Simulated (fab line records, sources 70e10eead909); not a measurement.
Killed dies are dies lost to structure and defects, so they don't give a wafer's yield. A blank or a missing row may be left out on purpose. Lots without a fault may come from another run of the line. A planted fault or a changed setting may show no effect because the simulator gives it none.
Chamber matching | flow nand_harc | NHARC_A_STAIRCASE_DESCUM_168 on rie_diel-07: 4 sister chambers
The step chemistry O2, time 3 s. 4 wafers are shown with their chamber, then 11 later ones without.

WAFERS WITH THEIR CHAMBER
wafer  | chamber | drypump_motor_current_A (A)
L093.1 | 0       | 5.3
L093.2 | 3       | 5.1
L093.3 | 1       | 6.6
L093.4 | 2       | 6.1

WAFERS WITHOUT THEIR CHAMBER
wafer  | drypump_motor_current_A (A)
L093.5 | 6.2
L093.6 | 6.7
L090.1 | 5.1
L090.4 | 6.2
L090.5 | 5.1
L096.1 | 5.1
L096.5 | 6.7
L096.6 | 6.2
L097.1 | 5.1
L097.2 | 6.2
L097.3 | 6.7

WHICH CHAMBER EACH WENT THROUGH
wafer  | from the rows above | in truth
L093.5 | 2                   | 2
L093.6 | 1                   | 1
L090.1 | 3                   | 3
L090.4 | 2                   | 2
L090.5 | 3                   | 3
L096.1 | 3                   | 3
L096.5 | 1                   | 1
L096.6 | 2                   | 2
L097.1 | 3                   | 3
L097.2 | 2                   | 2
L097.3 | 1                   | 1
Placed correctly: 11 of 11. Can't be placed from these rows: 0. Placed wrongly: 0.
How it was worked out, from the rows above alone: a wafer's distance from a chamber is the root of the sum, over the readings, of the square of ((its reading less the chamber's mean) divided by the reading's scatter). The wafer belongs to the nearest chamber; if the next one is less than 2 further off, it can't be placed. A chamber's mean is the mean of its shown wafers. The scatter: with one shown wafer a chamber, the root of the mean of the squares of how far each hidden wafer lies from its nearest shown one.
